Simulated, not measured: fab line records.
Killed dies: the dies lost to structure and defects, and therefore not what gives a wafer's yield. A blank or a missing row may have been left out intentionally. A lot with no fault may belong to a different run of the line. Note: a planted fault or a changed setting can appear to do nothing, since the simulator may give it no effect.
Which tool is to blame? -- flow n5Finfet -- 8 lots, 24 wafers sampled, at 6 steps of a route of 1938

== WHAT THE GAUGES SHOWED, per wafer ==
N5_SD_EPI_N_CD_MEAS_09 targets a cd of 120 nm. Usual: cdNm at 120.0 nm, with a standard deviation of 0.61.
lot,measured,on,cdNm (nm),flag
L424,day 4 01:52,cdSem-01,118.9 120.0 120.0,
L426,day 4 11:38,cdSem-01,119.4 120.0 119.4,
L429,day 5 08:30,cdSem-03,120.6 121.2 120.2,
L435,day 6 18:16,cdSem-03,108.0 109.0 109.2,OFF
L436,day 7 05:21,cdSem-02,110.8 111.0 110.7,OFF
L437,day 7 05:31,cdSem-01,120.3 119.6 120.7,
L440,day 7 23:16,cdSem-03,119.4 120.4 119.9,
L441,day 8 08:10,cdSem-01,119.9 119.6 120.2,

N5_BEOL_M4_RC_MEAS_101. Usual: DIBL_N 36.0 mV/V, standard deviation 1.8; DIBL_P 36.3 mV/V, standard deviation 2.4; IOFF_N 0.16 nA/um, standard deviation 0.035; IOFF_P 0.21 nA/um, standard deviation 0.036; ION_N 673 uA/um, standard deviation 13; ION_P 461 uA/um, standard deviation 7.2; SS_N 71.4 mV/dec, standard deviation 0.6; SS_P 73.2 mV/dec, standard deviation 0.7; VT_N 250 mV, standard deviation 4; VT_P -250.9 mV, standard deviation 2.9.
lot,measured,on,DIBL_N (mV/V),DIBL_P (mV/V),IOFF_N (nA/um),IOFF_P (nA/um),ION_N (uA/um),ION_P (uA/um),SS_N (mV/dec),SS_P (mV/dec),VT_N (mV),VT_P (mV),flag
L424,day 9 10:52,prober-02,33.9 37.5 35.4,34.9 37.1 36.2,0.13 0.19 0.15,0.17 0.20 0.19,674 668 678,461 455 470,70.4 72.0 71.5,73.2 73.4 73.2,254 248 249,-250.4 -251.0 -250.7,
L426,day 9 23:12,prober-01,35.3 35.7 32.9,37.0 36.7 34.1,0.15 0.15 0.11,0.20 0.20 0.16,675 666 668,464 459 465,71.0 71.3 71.0,73.5 73.3 72.7,249 253 255,-252.4 -251.4 -253.0,
L429,day 11 02:52,prober-01,36.3 36.3 39.2,36.1 36.3 39.5,0.17 0.16 0.24,0.20 0.20 0.26,683 686 691,464 464 459,71.6 71.9 72.2,73.7 73.7 74.0,247 249 244,-252.8 -252.5 -249.3,
L435,day 12 00:50,prober-02,37.1 34.1 35.4,38.8 35.2 36.9,0.18 0.12 0.13,0.21 0.16 0.17,677 658 653,459 452 448,71.9 70.2 71.9,73.7 72.8 72.6,249 256 256,-252.9 -257.1 -255.8,
L436,day 12 11:57,prober-01,35.5 32.1 34.3,34.3 31.1 32.7,0.13 0.09 0.11,0.18 0.13 0.15,662 640 664,454 441 460,70.9 70.4 70.6,72.9 72.0 72.1,255 259 256,-251.6 -256.4 -255.7,
L437,day 12 16:12,prober-02,35.5 34.0 36.1,37.7 35.7 37.6,0.18 0.14 0.17,0.22 0.19 0.23,683 682 680,467 469 457,70.6 71.1 71.8,73.8 72.9 73.7,247 251 247,-248.6 -251.5 -248.3,
L440,day 12 22:59,prober-02,36.0 33.0 37.4,35.9 32.7 36.6,0.15 0.11 0.16,0.20 0.16 0.21,675 668 667,461 459 457,71.1 70.9 71.4,74.0 73.1 73.7,252 253 253,-250.9 -252.0 -251.4,
L441,day 14 04:22,prober-01,36.3 36.6 35.2,34.9 36.3 33.6,0.15 0.15 0.13,0.20 0.22 0.17,679 671 661,465 459 450,71.5 70.9 71.0,73.1 73.6 71.9,246 249 250,-251.2 -251.9 -253.3,

== TOOL THAT RAN EACH LOT (tool first, then ch and the chambers of the sampled wafers, then the start) ==
lot,N5_DUMMY_GATE_STRIP_41,N5_DUMMY_GATE_ETCH_32,N5_SD_EPI_N_PEB_07,N5_SD_EPI_N_ETCH_34
L424,"rieDiel-03 ch 1,2,3, day 4 00:19","rieSi-06 ch 0,1,3, day 4 00:31","lithoTrack-01 ch 0, day 4 01:48","rieDiel-05 ch 0,1,3, day 4 01:59"
L426,"rieDiel-03 ch 0,2,3, day 4 09:47","rieSi-06 ch 1,3, day 4 10:00","lithoTrack-03 ch 0, day 4 11:34","rieDiel-06 ch 1,2, day 4 11:45"
L429,"rieDiel-02 ch 0,3, day 5 05:20","rieSi-05 ch 0,1,3, day 5 05:32","lithoTrack-03 ch 0, day 5 08:26","rieDiel-06 ch 1,2, day 5 08:37"
L435,"rieDiel-02 ch 2,3, day 6 16:29","rieSi-02 ch 0,2,3, day 6 16:41","lithoTrack-03 ch 0, day 6 18:12","rieDiel-05 ch 1,2, day 6 18:25"
L436,"rieDiel-04 ch 0,1,2, day 7 01:59","rieSi-05 ch 2,3, day 7 02:11","lithoTrack-03 ch 0, day 7 05:17","rieDiel-06 ch 1,2,3, day 7 05:53"
L437,"rieDiel-04 ch 0,1, day 7 03:43","rieSi-02 ch 0,2,3, day 7 03:55","lithoTrack-04 ch 0, day 7 05:27","rieDiel-01 ch 2,3, day 7 06:08"
L440,"rieDiel-04 ch 1,2, day 7 21:34","rieSi-06 ch 1,2, day 7 21:46","lithoTrack-01 ch 0, day 7 23:11","rieDiel-06 ch 0,2,3, day 7 23:23"
L441,"rieDiel-03 ch 0,3, day 8 06:24","rieSi-02 ch 0,1,2, day 8 06:36","lithoTrack-01 ch 0, day 8 08:05","rieDiel-05 ch 0,1, day 8 08:17"
- N5_DUMMY_GATE_STRIP_41: strips in O2.
- N5_DUMMY_GATE_ETCH_32: etches SiO2 in CF4, target depth 3.5 nm, time 3.9 s.
- N5_SD_EPI_N_PEB_07: peb time 60 s.
- N5_SD_EPI_N_ETCH_34: etches SiARC in CF4, target depth 45.5 nm, time 75.8 s.

== AS READ BY THE TOOLS THEMSELVES (means over the sampled wafers that have a number; for cases with no such wafer, the mark the record gives instead) ==
N5_DUMMY_GATE_STRIP_41. Usual: drypumpMotorCurrentA 5.7 A (standard deviation 0.39); o2FlowSccm 225.1 sccm (standard deviation 0.69); oesProductAu 0.77 a.u. (standard deviation 0.076); rfVppV 3.7 V (standard deviation 0.48); showerheadPlenumPTorr 2.09 Torr (standard deviation 0.073); tempC 39.98 C (standard deviation 0.11); throttleValvePct 16.66 % (standard deviation 0.22).
lot,tool,drypumpMotorCurrentA (A),o2FlowSccm (sccm),oesProductAu (a.u.),rfVppV (V),showerheadPlenumPTorr (Torr),tempC (C),throttleValvePct (%),flag
L424,rieDiel-03,5.8,224.9,0.77,3.8,2.10,39.95,16.56,
L426,rieDiel-03,5.8,224.5,0.82,3.7,2.08,39.98,16.53,
L429,rieDiel-02,5.2,225.6,0.73,3.8,2.06,40.07,16.98,
L435,rieDiel-02,5.5,225.3,0.77,3.7,2.08,40.00,16.94,
L436,rieDiel-04,5.5,225.2,0.72,3.7,2.07,39.98,16.74,
L437,rieDiel-04,5.4,224.4,0.69,3.7,2.04,40.03,16.82,
L440,rieDiel-04,5.6,225.2,0.72,3.7,2.10,39.94,16.65,
L441,rieDiel-03,5.6,224.6,0.76,3.5,2.12,39.94,16.58,

N5_DUMMY_GATE_ETCH_32. Usual: cf4FlowSccm 80.00 sccm, standard deviation 0.23; drypumpMotorCurrentA 5.7 A, standard deviation 0.4; oesProductAu 1.005 a.u., standard deviation 0.02; throttleValvePct 21.86 %, standard deviation 0.22.
lot,tool,cf4FlowSccm (sccm),drypumpMotorCurrentA (A),oesProductAu (a.u.),throttleValvePct (%),flag
L424,rieSi-06,80.10,5.9,1.010,22.06,
L426,rieSi-06,80.30,5.8,1.022,22.07,
L429,rieSi-05,80.11,6.0,0.984,21.98,
L435,rieSi-02,79.77,5.5,0.981,21.83,
L436,rieSi-05,80.06,6.0,1.004,21.67,
L437,rieSi-02,80.00,5.5,0.987,21.83,
L440,rieSi-06,79.92,5.7,1.019,21.97,
L441,rieSi-02,80.18,5.6,0.995,21.64,

N5_SD_EPI_N_PEB_07. Usual: chillPlateTempC 23.03 C, standard deviation 0.11; heaterPowerTotalW 175.1 W, standard deviation 1.6.
lot,tool,chillPlateTempC (C),heaterPowerTotalW (W),flag
L424,lithoTrack-01,23.04,173.9,
L426,lithoTrack-03,22.99,173.5,
L429,lithoTrack-03,23.08,175.6,
L435,lithoTrack-03,22.94,209.3,OFF
L436,lithoTrack-03,23.10,210.5,OFF
L437,lithoTrack-04,23.04,176.1,
L440,lithoTrack-01,23.03,175.7,
L441,lithoTrack-01,22.86,176.6,

N5_SD_EPI_N_ETCH_34. Usual: cf4FlowSccm 100.03 sccm (standard deviation 0.3); drypumpMotorCurrentA 5.6 A (standard deviation 0.56); etchRfOnTimeS 75.8 s (standard deviation 1.5); oesProductAu 0.64 a.u. (standard deviation 0.061); rfVppV 183.5 V (standard deviation 1.1); showerheadPlenumPTorr 2.11 Torr (standard deviation 0.058); throttleValvePct 15.68 % (standard deviation 0.22).
lot,tool,cf4FlowSccm (sccm),drypumpMotorCurrentA (A),etchRfOnTimeS (s),oesProductAu (a.u.),rfVppV (V),showerheadPlenumPTorr (Torr),throttleValvePct (%),flag
L424,rieDiel-05,99.91,6.0,75.4,0.69,184.5,2.15,15.62,
L426,rieDiel-06,99.69,6.0,75.3,0.63,183.0,2.06,15.71,
L429,rieDiel-06,100.05,5.5,75.8,0.64,182.4,2.07,15.83,
L435,rieDiel-05,100.21,5.6,77.0,0.59,184.0,2.17,15.59,
L436,rieDiel-06,99.74,5.7,76.1,0.61,182.4,2.05,15.83,
L437,rieDiel-01,100.03,6.0,75.0,0.68,184.9,2.15,15.37,
L440,rieDiel-06,100.04,5.9,76.7,0.60,183.4,2.08,15.75,
L441,rieDiel-05,99.93,6.0,75.7,0.70,183.9,2.11,15.46,

== THE ANSWER, worked out from the rows above alone ==
Rule: lot off if the mean of its wafers having a number is beyond 3 standard deviations from the usual mean. Also off: a lot with no number at a reading for which 4 or more lots have one. Any other lot the step has rows for is counted as sound. The gauges are gone through in route order, then the tools' own readings, and for those a lot's mean is taken as printed above. The first step at which some lot is off is used, and at that step the reading that is off furthest; a lot without a number counts as furthest.
Off: L435, L436 (N5_SD_EPI_N_CD_MEAS_09, cdNm).
A tool fits if, at a process step before that reading, it ran every lot that is off, and no sound lot after the first of them. The gauges at N5_SD_EPI_N_CD_MEAS_09 aren't tried: what is off there is off at N5_SD_EPI_N_PEB_07 too, on other tools, and a gauge's error can't cause that. One fits: N5_SD_EPI_N_PEB_07 on lithoTrack-03. Its last sound lot is L429 (day 5 08:26), its first lot that is off L435 (day 6 18:12): a fault that began between those two fits.
The tool's own readings at N5_SD_EPI_N_PEB_07 bear it out: on the lots that are off they differ by more than 5 times the standard deviation of the sound lots' means. heaterPowerTotalW reads 209.9 W there against 175.2 W on the sound lots.

== WHAT HAD BEEN PUT IN BY THE SIMULATOR ==
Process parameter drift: lithoTrack-03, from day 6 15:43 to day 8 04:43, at N5_SD_EPI_N_PEB_07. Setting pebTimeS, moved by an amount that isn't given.
Struck lots among those shown: L435, L436. The rule above found the same.
